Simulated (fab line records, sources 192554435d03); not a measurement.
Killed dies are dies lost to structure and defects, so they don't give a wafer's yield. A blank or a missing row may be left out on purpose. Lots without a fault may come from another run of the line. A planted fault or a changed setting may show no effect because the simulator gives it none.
fab line records | flow n5_finfet
record lots=7 wafers=39
route steps=1938 shown WELL_APT@24 FIN_SAQP@134 FIN_CUT@169 MOL_CONTACT_COAG@559
start_h: hours from the record's first day to the start of the lot's first wafer shown | wait_h: hours since the lot's step before | " the same as in the row above | L1.1+2: a row that stands for several wafers | - no value, or no start given | * or withheld: withheld | < > ~ a bound
route shown NAME@n: a module of which the file shows steps, and the number in the route of the first | usual: mean/standard deviation of fault-free wafers | same: alike in all rows | chamber/n: place in a boat | sites: the reading at each site | _std_site: their standard deviation | _edge_site: outer sites' mean less inner sites' | radius_mm: how far each site lies from the wafer's centre | mask NAME#n: copy n | behind: the tool/chamber that last shaped the wafer | hold: why the lot was held/for how many hours/how that ended | device: the transistor (n, p or np) that didn't switch | end of line: the same wafers' tests at the end of the route | a step without rows: its recipe alone | killed: dies lost to structure and defects at the first sort, not the wafer's yield | map: a wafer's dies, x killed, . not, _ none there
set.NAME: the setting as run; set.NAME@STEP: as run at that earlier step | model.NAME: the simulator's own value behind a step, which no gauge read
lots whose settings were changed on purpose; a table a step, a row a wafer
## steps
# step N5_WELL_APT_EXPOSE_05
# recipe mask_id=NWELL na=0.8 source_shape=conventional sigma_outer=0.8 polarization=unpolarized defocus_nm=0 target_cd_nm=200 dose_mj=20.3
# columns lot.wafer tool chamber start_h wait_h mask set.dose_mj
L078.1+2+5 krf_scanner-02 0 37.43 - NWELL#0 19.25
L078.3+4+6 " 0 " " NWELL#0 20.3
L081.1+4+6 krf_scanner-02 0 55.64 - NWELL#0 21.23
L081.2+3+5 " 0 " " NWELL#0 20.3
L083.1+3+4 krf_scanner-01 0 67.81 - NWELL#0 20.3
L083.2+5+6 " 0 " " NWELL#0 19.66
L084.1+4+6 krf_scanner-02 0 73.69 - NWELL#0 21.16
L084.2+3+5 " 0 " " NWELL#0 20.3
L086.2+3+6 krf_scanner-01 0 85.76 - NWELL#0 20.3
L092.1+2+3+4+5+6 krf_scanner-02 0 121.51 - NWELL#0 20.3
L095.1+2+3+4+5+6 krf_scanner-02 0 139.39 - NWELL#0 20.3
# step N5_WELL_APT_PEB_06
# recipe peb_temp_c=130 peb_time_s=90
# step N5_WELL_APT_DEVELOP_07
# recipe develop_time_s=45 rinse_liquid=surfactant_rinse dry=air_spin dev_temp_c=21
# step N5_WELL_APT_HARDBAKE_12
# recipe temp_c=130 time_s=120
# step N5_WELL_APT_CD_MEAS_08
# recipe target_cd_nm=200 landing_energy_ev=500 detector=se_inlens
# usual cd_nm=199.9/1.7
# columns lot.wafer tool chamber start_h wait_h set.dose_mj@WELL_APT_EXPOSE_05 cd_nm
L078.1 cd_sem-03 0 37.60 - 19.25 193.4
L078.2 " 0 " " 19.25 196.0
L078.3 " 0 " " 20.3 202.6
L078.4 " 0 " " 20.3 202.1
L078.5 " 0 " " 19.25 192.8
L078.6 " 0 " " 20.3 200.9
L081.1 cd_sem-03 0 55.81 - 21.23 207.0
L081.2 " 0 " " 20.3 199.7
L081.3 " 0 " " 20.3 200.4
L081.4 " 0 " " 21.23 210.0
L081.5 " 0 " " 20.3 197.9
L081.6 " 0 " " 21.23 207.2
L083.1 cd_sem-03 0 67.98 - 20.3 201.7
L083.2 " 0 " " 19.66 195.9
L083.3 " 0 " " 20.3 197.1
L083.4 " 0 " " 20.3 199.1
L083.5 " 0 " " 19.66 193.8
L083.6 " 0 " " 19.66 193.8
L084.1 cd_sem-01 0 73.86 - 21.16 209.5
L084.2 " 0 " " 20.3 201.7
L084.3 " 0 " " 20.3 202.2
L084.4 " 0 " " 21.16 206.6
L084.5 " 0 " " 20.3 200.4
L084.6 " 0 " " 21.16 207.6
L086.2 cd_sem-02 0 85.93 - 20.3 202.0
L086.3 " 0 " " 20.3 200.4
L086.6 " 0 " " 20.3 199.4
L092.1 cd_sem-02 0 121.68 - 20.3 201.7
L092.2 " 0 " " 20.3 202.1
L092.3 " 0 " " 20.3 200.0
L092.4 " 0 " " 20.3 200.6
L092.5 " 0 " " 20.3 199.4
L092.6 " 0 " " 20.3 200.6
L095.1 cd_sem-01 0 139.56 - 20.3 200.7
L095.2 " 0 " " 20.3 197.1
L095.3 " 0 " " 20.3 199.3
L095.4 " 0 " " 20.3 197.7
L095.5 " 0 " " 20.3 198.1
L095.6 " 0 " " 20.3 200.5
# step N5_WELL_APT_DESCUM_13
# recipe chemistry=O2 time_s=7.9 source_power_w=50 bias_power_w=20 pressure_mtorr=20 rf_frequency_hz=2.712e+07 temp_c=40 o2_flow_sccm=225
# columns lot.wafer tool chamber start_h wait_h set.dose_mj@WELL_APT_EXPOSE_05 model.WELL_APT.cd_nm
L078.1 rie_diel-04 0 37.69 0.0 19.25 193.2
L078.2 " 3 " " 19.25 196
L078.3+4 " 1,2 " " 20.3 202.4
L078.5 " 2 " " 19.25 193
L078.6 " 3 " " 20.3 201.1
L081.1+6 rie_diel-01 0,1 56.18 0.3 21.23 207.2
L081.2 " 1 " " 20.3 199.7
L081.3 " 3 " " 20.3 200
L081.4 " 2 " " 21.23 209.9
L081.5 " 0 " " 20.3 198.3
L083.1 rie_diel-04 1 68.33 0.3 20.3 201.5
L083.2 " 3 " " 19.66 195.9
L083.3 " 0 " " 20.3 196.9
L083.4 " 2 " " 20.3 199.2
L083.5 " 3 " " 19.66 194
L083.6 " 0 " " 19.66 194.2
L084.1 rie_diel-03 0 73.95 0.0 21.16 209.6
L084.2 " 3 " " 20.3 201.8
L084.3 " 1 " " 20.3 202.2
L084.4 " 2 " " 21.16 206.6
L084.5 " 1 " " 20.3 200.7
L084.6 " 0 " " 21.16 207.9
L086.2 rie_diel-03 3 86.24 0.3 20.3 201.9
L086.3 " 2 " " 20.3 200.2
L086.6 " 1 " " 20.3 199.3
L092.1 rie_diel-03 0 121.88 0.1 20.3 201.6
L092.2 " 3 " " 20.3 202.1
L092.3 " 1 " " 20.3 200.3
L092.4 " 2 " " 20.3 200.8
L092.5 " 1 " " 20.3 199.3
L092.6 " 2 " " 20.3 200.5
L095.1 rie_diel-01 1 139.67 0.1 20.3 201
L095.2 " 3 " " 20.3 196.9
L095.3 " 0 " " 20.3 199.4
L095.4 " 2 " " 20.3 197.6
L095.5 " 1 " " 20.3 197.9
L095.6 " 2 " " 20.3 200.3
# step N5_FIN_SAQP_ETCH_69
# recipe chemistry=N2/H2 target=SOC target_depth_a=1500 stop_on=SiNx ion_energy_ev=100 bias_w=61 pressure_mtorr=30 source_w=850 n2_flow_sccm=200 h2_flow_sccm=200
# columns lot.wafer tool chamber start_h wait_h set.target_depth_a model.SOC_of_FIN_SAQP_COAT_68.thk_nm
L078.1 rie_diel-04 3 49.67 - 1415 10.2
L078.2 " 0 " " 1500 5.8
L078.3 " 2 " " 1500 4.4
L078.4 " 1 " " 1415 15.4
L078.5 " 3 " " 1415 10
L078.6 " 2 " " 1500 5.2
L081.1 rie_diel-04 0 68.53 - 1500 7
L081.2 " 1 " " 1635 3.6
L081.3+5 " 2 " " 1500 6
L081.4+6 " 3 " " 1635 0
L083.1 rie_diel-04 0 80.75 - 1500 6
L083.2+3+5 " 3,2,0 " " 1659 0
L083.4 " 1 " " 1500 11.8
L083.6 " 3 " " 1500 6.8
L084.1 rie_diel-04 0 86.54 - 1500 7.2
L084.2+5 " 1 " " 1500 11.2
L084.3 " 3 " " 1500 6.6
L084.4 " 2 " " 1500 4.2
L084.6 " 2 " " 1500 5.2
L086.2 rie_diel-04 2 98.82 - 1500 4.6
L086.3 " 3 " " 1500 5
L086.6 " 3 " " 1500 5.4
L092.1+5 rie_diel-03 0 133.75 - 1327 17.2
L092.2 " 3 " " 1500 7
L092.3 " 1 " " 1500 5.6
L092.4 " 2 " " 1500 4.6
L092.6 " 1 " " 1327 16.8
L095.1 rie_diel-03 0 150.38 - 1330 17.2
L095.2 " 3 " " 1330 16.4
L095.3 " 2 " " 1330 14
L095.4 " 1 " " 1500 5.2
L095.5 " 2 " " 1500 3
L095.6 " 1 " " 1500 4.6
# step N5_FIN_CUT_ETCH_21
# recipe chemistry=N2/H2 target=SOC target_depth_a=2190 overetch_a=438 mask_material=SiARC temp_c=40 ion_energy_ev=100 bias_w=61 time_s=523.5 pressure_mtorr=30 source_w=850 n2_flow_sccm=200 h2_flow_sccm=200
# usual rf_vpp_V=240.8/1.5
# columns lot.wafer tool chamber start_h wait_h set.bias_w rf_vpp_V model.SiARC_of_FIN_CUT_COAT_19.thk_nm
L078.1 rie_diel-02 1 52.45 0.0 61 238.9 12
L078.2 " 0 " " 61 242.0 11.6
L078.3 " 2 " " 61 240.8 11.6
L078.4 " 1 " " 68.83 256.8 11.4
L078.5 " 2 " " 68.83 258.2 10.8
L078.6 " 0 " " 68.83 261.1 11.2
L081.1 rie_diel-05 2 71.44 0.0 61 241.2 11.8
L081.2 " 1 " " 61 240.8 12.2
L081.3 " 3 " " 66.69 253.5 11.4
L081.4 " 0 " " 66.69 254.8 11.6
L081.5 " 1 " " 61 244.1 12.2
L081.6 " 2 " " 66.69 256.4 11.4
L083.1 rie_diel-02 0 84.49 0.0 61 242.8 11.6
L083.2 " 3 " " 61 241.1 11.6
L083.3 " 2 " " 67.41 256.1 11
L083.4 " 0 " " 61 241.3 11.6
L083.5 " 3 " " 67.41 257.6 11
L083.6 " 2 " " 67.41 254.7 11
L084.1 rie_diel-05 0 93.18 0.0 61 240.7 12
L084.2 " 2 " " 54.06 225.5 12.2
L084.3 " 1 " " 54.06 224.4 12.8
L084.4 " 3 " " 54.06 223.4 12.4
L084.5 " 3 " " 61 240.7 11.8
L084.6 " 0 " " 61 241.8 12
L086.2 rie_diel-06 0 101.39 0.0 61 238.4 11.8
L086.3 " 1 " " 61 241.7 11.8
L086.6 " 1 " " 61 241.4 11.8
L092.1 rie_diel-06 0 135.72 0.0 54.21 221.9 12.2
L092.2 " 1 " " 61 240.0 11.6
L092.3 " 3 " " 61 240.0 12
L092.4 " 2 " " 54.21 225.0 12.6
L092.5 " 2 " " 54.21 222.9 12.6
L092.6 " 1 " " 61 241.8 11.6
L095.1 rie_diel-05 3 152.45 0.0 71.5 267.8 11
L095.2 " 1 " " 61 241.1 12
L095.3 " 2 " " 71.5 267.8 10.8
L095.4 " 0 " " 71.5 266.4 11.2
L095.5 " 3 " " 61 240.3 11.8
L095.6 " 0 " " 61 239.5 11.8
# step N5_MOL_CONTACT_COAG_ALD_27
# recipe material=SiOC target_thk_a=170 temp_c=400 ald_precursor_family=carbosiloxane ald_co_reactant=H2-plasma pulse_time_s=1.5 time_s=2720 purge_time_s=2 co_reactant_purge_time_s=2 ald_cycles=340 pressure_torr=2
# columns lot.wafer tool chamber start_h wait_h set.time_s model.SiOC_of_MOL_CONTACT_COAG_ALD_27.thk_nm
L078.1 ald_sin-01 0 120.29 0.0 2720 17.2
L078.2+3+4+5+6 " 2,3,1,3,2 " " 2720 17
L081.1 ald_sin-01 1 141.45 0.0 2170 13.4
L081.2+3+4 " 3,2,0 " " 2720 17
L081.5+6 " 3,2 " " 2170 13.6
L083.1+2+3+4+5+6 ald_sin-01 0,2,3,1,2,3 152.32 0.0 2720 17
L084.1+2 ald_sin-01 1,2 159.93 0.0 2720 17
L084.3+4+5 " 0,3,2 " " 3128 17
L084.6 " 3 " " 2720 17.2
L086.2 ald_sin-03 0 175.45 0.4 2720 17.2
L086.3+6 " 1 " " 2720 17
L092.1+4 ald_sin-03 0,1 206.52 0.2 2196 13.6
L092.2+3+5 " 2,3,1 " " 2720 17
L092.6 " 2 " " 2196 13.8
L095.1+2+3+4+5+6 ald_sin-03 0,3,2,1,0,3 224.33 0.1 2720 17
## key
split step=N5_WELL_APT_EXPOSE_05 setting=dose_mj stated=20.3 by=wafer
response step=N5_WELL_APT_CD_MEAS_08 reading=cd_nm change=+1.62 per=1% r=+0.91
response step=N5_WELL_APT_DESCUM_13 reading=model.WELL_APT.cd_nm change=+1.62 per=1% r=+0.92
split step=N5_FIN_SAQP_ETCH_69 setting=target_depth_a stated=1500 by=wafer
response step=N5_FIN_SAQP_ETCH_69 reading=model.SOC_of_FIN_SAQP_COAT_68.thk_nm change=-0.89 per=1% r=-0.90
split step=N5_FIN_CUT_ETCH_21 setting=bias_w stated=61 by=wafer
response step=N5_FIN_CUT_ETCH_21 reading=rf_vpp_V change=+1.48 per=1% r=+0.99
response step=N5_FIN_CUT_ETCH_21 reading=model.SiARC_of_FIN_CUT_COAT_19.thk_nm change=-0.0535 per=1% r=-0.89
split step=N5_MOL_CONTACT_COAG_ALD_27 setting=time_s stated=2720 by=wafer
response step=N5_MOL_CONTACT_COAG_ALD_27 reading=model.SiOC_of_MOL_CONTACT_COAG_ALD_27.thk_nm shape=bent at_lowest=13.53 at_stated=17.02 at_highest=17
